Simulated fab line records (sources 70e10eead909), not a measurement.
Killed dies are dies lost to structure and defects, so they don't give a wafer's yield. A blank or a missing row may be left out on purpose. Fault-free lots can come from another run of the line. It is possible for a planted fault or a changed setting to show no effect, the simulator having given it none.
The tool behind it: which one? :: flow nandHarc :: 13 lots with 37 wafers sampled at 5 steps, on a route of 1159 steps

## WHAT EACH GAUGE READ, for each wafer
NHARC_END_SORT_01.
lot: L593
measured: day 20 17:44
on: prober-01
killedAtArray: 667 26
killedAtOther: 3 1
killedAtPeriphery: 7 0
killedDies: 677 27
killedOpen: 4 1
killedShort: 1 0

lot: L594
measured: day 20 21:56
on: prober-02
killedAtArray: 670 667
killedAtOther: 3 0
killedAtPeriphery: 4 10
killedDies: 677 677
killedOpen: 5 2
killedShort: 1 2

## TOOL THAT RAN EACH LOT (tool first, then ch and the chambers of the sampled wafers, then the start)
lot: L587
NHARC_A_SLIT_ETCH_17: harEtch-01 ch 0,1, day 14 21:31
NHARC_A_WL_FILL_ETCHBACK_16: rieDiel-02 ch 0,2,3, day 15 23:08
NHARC_A_WL_FILL_ALD_19: aldMetal-01 ch 0,1,2, day 16 04:37
NHARC_A_WL_FILL_CVD_20: cvdW-01 ch 0,1, no start

lot: L589
NHARC_A_SLIT_ETCH_17: harEtch-02 ch 0,1, day 15 01:32
NHARC_A_WL_FILL_ETCHBACK_16: rieDiel-02 ch 0,1,3, day 16 02:43
NHARC_A_WL_FILL_ALD_19: aldMetal-04 ch 0,1,2, day 16 08:22
NHARC_A_WL_FILL_CVD_20: cvdW-02 ch 0,1, no start

lot: L590
NHARC_A_SLIT_ETCH_17: harEtch-01 ch 0,1, day 15 08:29
NHARC_A_WL_FILL_ETCHBACK_16: rieDiel-02 ch 2,3, day 16 11:34
NHARC_A_WL_FILL_ALD_19: aldMetal-01 ch 0,1,3, day 16 17:14
NHARC_A_WL_FILL_CVD_20: cvdW-01 ch 0,1, no start

lot: L591
NHARC_A_SLIT_ETCH_17: harEtch-02 ch 0, day 15 08:55
NHARC_A_WL_FILL_ETCHBACK_16: rieDiel-10 ch 0,2, day 16 11:38
NHARC_A_WL_FILL_ALD_19: aldMetal-04 ch 0,1,2, day 16 17:17
NHARC_A_WL_FILL_CVD_20: cvdW-01 ch 1, no start

lot: L593
NHARC_A_SLIT_ETCH_17: harEtch-01 ch 0,1, day 15 23:10
NHARC_A_WL_FILL_ETCHBACK_16: rieDiel-02 ch 0,1, day 17 03:32
NHARC_A_WL_FILL_ALD_19: aldMetal-02 ch 1,2, day 17 09:25
NHARC_A_WL_FILL_CVD_20: cvdW-02 ch 0,1, day 20 17:44 or earlier

lot: L594
NHARC_A_SLIT_ETCH_17: harEtch-02 ch 0,1, day 16 04:32
NHARC_A_WL_FILL_ETCHBACK_16: rieDiel-02 ch 1,2, day 17 07:41
NHARC_A_WL_FILL_ALD_19: aldMetal-04 ch 2,3, day 17 13:07
NHARC_A_WL_FILL_CVD_20: cvdW-02 ch 0,1, day 20 21:56 or earlier

lot: L596
NHARC_A_SLIT_ETCH_17: harEtch-02 ch 0,1, day 17 04:19
NHARC_A_WL_FILL_ETCHBACK_16: rieDiel-09 ch 0,2,3, day 18 06:48
NHARC_A_WL_FILL_ALD_19: aldMetal-02 ch 1,2,3, day 18 12:40
NHARC_A_WL_FILL_CVD_20: cvdW-01 ch 0,1, no start

lot: L601
NHARC_A_SLIT_ETCH_17: harEtch-01 ch 0,1, day 17 22:14
NHARC_A_WL_FILL_ETCHBACK_16: rieDiel-10 ch 0,2, day 19 02:37
NHARC_A_WL_FILL_ALD_19: aldMetal-01 ch 0,1,3, day 19 07:16
NHARC_A_WL_FILL_CVD_20: cvdW-01 ch 0,1, no start

lot: L602
NHARC_A_SLIT_ETCH_17: harEtch-01 ch 0,1, day 18 16:08
NHARC_A_WL_FILL_ETCHBACK_16: rieDiel-09 ch 2,3, day 19 18:13
NHARC_A_WL_FILL_ALD_19: aldMetal-02 ch 1,2, day 19 23:38
NHARC_A_WL_FILL_CVD_20: cvdW-01 ch 0,1, no start

lot: L605
NHARC_A_SLIT_ETCH_17: harEtch-01 ch 0,1, day 19 03:16
NHARC_A_WL_FILL_ETCHBACK_16: rieDiel-09 ch 0,1,2, day 20 04:18
NHARC_A_WL_FILL_ALD_19: aldMetal-02 ch 0,2,3, day 20 10:05
NHARC_A_WL_FILL_CVD_20: cvdW-02 ch 0,1, no start

lot: L606
NHARC_A_SLIT_ETCH_17: harEtch-02 ch 0,1, day 19 06:41
NHARC_A_WL_FILL_ETCHBACK_16: rieDiel-10 ch 0,1,2, day 20 08:43
NHARC_A_WL_FILL_ALD_19: aldMetal-02 ch 1,2,3, day 20 14:26
NHARC_A_WL_FILL_CVD_20: cvdW-02 ch 0,1, no start

lot: L609
NHARC_A_SLIT_ETCH_17: harEtch-01 ch 0,1, day 20 00:28
NHARC_A_WL_FILL_ETCHBACK_16: rieDiel-09 ch 1,2,3, day 21 04:28
NHARC_A_WL_FILL_ALD_19: aldMetal-02 ch 0,1,3, day 21 10:21
NHARC_A_WL_FILL_CVD_20: cvdW-02 ch 0,1, no start

lot: L608
NHARC_A_SLIT_ETCH_17: harEtch-01 ch 0,1, day 20 04:35
NHARC_A_WL_FILL_ETCHBACK_16: rieDiel-09 ch 2,3, day 21 20:16
NHARC_A_WL_FILL_ALD_19: aldMetal-04 ch 0,1,2, day 22 01:54
NHARC_A_WL_FILL_CVD_20: cvdW-01 ch 0,1, no start
- NHARC_A_SLIT_ETCH_17: etches the open film in C4F8/O2/Ar, time 1687.5 s, target depth 10100 nm.
- NHARC_A_WL_FILL_ETCHBACK_16: etches the open film in C4F8/O2/Ar, target depth 88 nm, time 17.6 s.
- NHARC_A_WL_FILL_ALD_19: deposits TiN, target thk 2 nm, pulse time 3 s, ald cycles 100.
- NHARC_A_WL_FILL_CVD_20: deposits W, target thk 75 nm, time 5064 s.

## AS READ BY THE TOOLS THEMSELVES (means over the sampled wafers that have a number; for cases with no such wafer, the mark the record gives instead)
NHARC_A_SLIT_ETCH_17.
lot: L587
tool: harEtch-01
drypumpMotorCurrentA (A): 5.2
showerheadPlenumPTorr (Torr): 3.60
throttleValvePct (%): 32.047

lot: L589
tool: harEtch-02
drypumpMotorCurrentA (A): 6.5
showerheadPlenumPTorr (Torr): 3.63
throttleValvePct (%): 32.048

lot: L590
tool: harEtch-01
drypumpMotorCurrentA (A): 5.6
showerheadPlenumPTorr (Torr): 3.61
throttleValvePct (%): 32.041

lot: L591
tool: harEtch-02
drypumpMotorCurrentA (A): 6.2
showerheadPlenumPTorr (Torr): 3.50
throttleValvePct (%): 32.050

lot: L593
tool: harEtch-01
drypumpMotorCurrentA (A): 5.4
showerheadPlenumPTorr (Torr): 3.59
throttleValvePct (%): 32.033

lot: L594
tool: harEtch-02
drypumpMotorCurrentA (A): 6.4
showerheadPlenumPTorr (Torr): 3.58
throttleValvePct (%): 32.040

lot: L596
tool: harEtch-02
drypumpMotorCurrentA (A): 6.4
showerheadPlenumPTorr (Torr): 3.62
throttleValvePct (%): 32.045

lot: L601
tool: harEtch-01
drypumpMotorCurrentA (A): 5.6
showerheadPlenumPTorr (Torr): 3.59
throttleValvePct (%): 32.038

lot: L602
tool: harEtch-01
drypumpMotorCurrentA (A): 5.7
showerheadPlenumPTorr (Torr): 3.59
throttleValvePct (%): 32.041

lot: L605
tool: harEtch-01
drypumpMotorCurrentA (A): 5.2
showerheadPlenumPTorr (Torr): 3.57
throttleValvePct (%): 32.043

lot: L606
tool: harEtch-02
drypumpMotorCurrentA (A): 6.4
showerheadPlenumPTorr (Torr): 3.54
throttleValvePct (%): 32.052

lot: L609
tool: harEtch-01
drypumpMotorCurrentA (A): 5.7
showerheadPlenumPTorr (Torr): 3.58
throttleValvePct (%): 32.042

lot: L608
tool: harEtch-01
drypumpMotorCurrentA (A): 5.2
showerheadPlenumPTorr (Torr): 3.57
throttleValvePct (%): 32.041

NHARC_A_WL_FILL_ETCHBACK_16.
lot: L587
tool: rieDiel-02
oesProductAu (a.u.): 1.00
rfVppV (V): 725
runLengthS (s): 38.6

lot: L589
tool: rieDiel-02
oesProductAu (a.u.): 0.96
rfVppV (V): 726
runLengthS (s): 38.3

lot: L590
tool: rieDiel-02
oesProductAu (a.u.): 1.00
rfVppV (V): 725
runLengthS (s): 38.5

lot: L591
tool: rieDiel-10
oesProductAu (a.u.): 1.03
rfVppV (V): 718
runLengthS (s): 39.2

lot: L593
tool: rieDiel-02
oesProductAu (a.u.): 0.94
rfVppV (V): 728
runLengthS (s): 31.4

lot: L594
tool: rieDiel-02
oesProductAu (a.u.): 0.96
rfVppV (V): 722
runLengthS (s): 24.9

lot: L596
tool: rieDiel-09
oesProductAu (a.u.): 0.93
rfVppV (V): 727
runLengthS (s): 39.3

lot: L601
tool: rieDiel-10
oesProductAu (a.u.): 1.01
rfVppV (V): 718
runLengthS (s): 39.0

lot: L602
tool: rieDiel-09
oesProductAu (a.u.): 1.00
rfVppV (V): 726
runLengthS (s): 39.6

lot: L605
tool: rieDiel-09
oesProductAu (a.u.): 1.00
rfVppV (V): 726
runLengthS (s): 39.1

lot: L606
tool: rieDiel-10
oesProductAu (a.u.): 1.01
rfVppV (V): 719
runLengthS (s): 39.0

lot: L609
tool: rieDiel-09
oesProductAu (a.u.): 1.01
rfVppV (V): 725
runLengthS (s): 39.2

lot: L608
tool: rieDiel-09
oesProductAu (a.u.): 0.99
rfVppV (V): 726
runLengthS (s): 39.5

NHARC_A_WL_FILL_ALD_19.
lot: L587
tool: aldMetal-01
heaterPowerW (W): 1136
precursorPulseHeightRel: 1.011

lot: L589
tool: aldMetal-04
heaterPowerW (W): 1098
precursorPulseHeightRel: 0.982

lot: L590
tool: aldMetal-01
heaterPowerW (W): 1077
precursorPulseHeightRel: 0.991

lot: L591
tool: aldMetal-04
heaterPowerW (W): 1094
precursorPulseHeightRel: 1.028

lot: L593
tool: aldMetal-02
heaterPowerW (W): 1085
precursorPulseHeightRel: 0.988

lot: L594
tool: aldMetal-04
heaterPowerW (W): 1087
precursorPulseHeightRel: 1.014

lot: L596
tool: aldMetal-02
heaterPowerW (W): 1015
precursorPulseHeightRel: 1.000

lot: L601
tool: aldMetal-01
heaterPowerW (W): 1104
precursorPulseHeightRel: 1.006

lot: L602
tool: aldMetal-02
heaterPowerW (W): 1070
precursorPulseHeightRel: 1.019

lot: L605
tool: aldMetal-02
heaterPowerW (W): 1004
precursorPulseHeightRel: 0.996

lot: L606
tool: aldMetal-02
heaterPowerW (W): 1026
precursorPulseHeightRel: 0.997

lot: L609
tool: aldMetal-02
heaterPowerW (W): 1067
precursorPulseHeightRel: 1.004

lot: L608
tool: aldMetal-04
heaterPowerW (W): 1072
precursorPulseHeightRel: 1.003

NHARC_A_WL_FILL_CVD_20.
lot: L587
tool: cvdW-01
heaterPowerW (W): 490
throttleValvePct (%): 7.76

lot: L589
tool: cvdW-02
heaterPowerW (W): 497
throttleValvePct (%): 7.91

lot: L590
tool: cvdW-01
heaterPowerW (W): 471
throttleValvePct (%): 7.96

lot: L591
tool: cvdW-01
heaterPowerW (W): 460
throttleValvePct (%): 8.07

lot: L593
tool: cvdW-02
heaterPowerW (W): 505
throttleValvePct (%): 7.89

lot: L594
tool: cvdW-02
heaterPowerW (W): 504
throttleValvePct (%): 7.78

lot: L596
tool: cvdW-01
heaterPowerW (W): 488
throttleValvePct (%): 8.09

lot: L601
tool: cvdW-01
heaterPowerW (W): 496
throttleValvePct (%): 7.91

lot: L602
tool: cvdW-01
heaterPowerW (W): 490
throttleValvePct (%): 7.88

lot: L605
tool: cvdW-02
heaterPowerW (W): 506
throttleValvePct (%): 8.05

lot: L606
tool: cvdW-02
heaterPowerW (W): 513
throttleValvePct (%): 7.70

lot: L609
tool: cvdW-02
heaterPowerW (W): 508
throttleValvePct (%): 8.01

lot: L608
tool: cvdW-01
heaterPowerW (W): 462
throttleValvePct (%): 7.93

## THE ANSWER, worked out from the rows above alone
Rule: the lots themselves supply what counts as usual. The widest of any qualifying gaps counts: lots, ordered by their means at a reading, are off when they make up no more than a third of the lots, leave a main group of 4 or more, and stand apart from it by 3 or more times the standard deviation of that group's means. A main group is skipped when, at the precision printed for the reading in the tables above, its means are all equal. Also off: a lot with no number at a reading for which 4 or more lots have one. All remaining lots with rows at the step are treated as sound. First the gauges in route order, then the tools' own readings, where a lot's mean is used as printed above. The first step at which some lot is off is used, and at that step the reading that is off furthest; a lot without a number counts as furthest.
Off: L593, L594, at NHARC_A_WL_FILL_ETCHBACK_16 (runLengthS). The main group: mean 39.0 s, standard deviation 0.39.
A tool fits if, at that step or a process step before it, it ran every lot that is off, and no sound lot after the first of them. One fits: NHARC_A_WL_FILL_ETCHBACK_16 on rieDiel-02. A fault onset in the window from L590 (day 16 11:34, its last sound lot) to L593 (day 17 03:32, its first lot off) fits.
The tool's own readings at NHARC_A_WL_FILL_ETCHBACK_16 bear it out: on the lots that are off they differ by more than 5 times the standard deviation of the sound lots' means. runLengthS reads 28.1 s there against 39.0 s on the sound lots.

## WHAT HAD BEEN PUT IN BY THE SIMULATOR
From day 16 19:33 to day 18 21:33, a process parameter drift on rieDiel-02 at NHARC_A_WL_FILL_ETCHBACK_16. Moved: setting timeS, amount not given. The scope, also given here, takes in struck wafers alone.
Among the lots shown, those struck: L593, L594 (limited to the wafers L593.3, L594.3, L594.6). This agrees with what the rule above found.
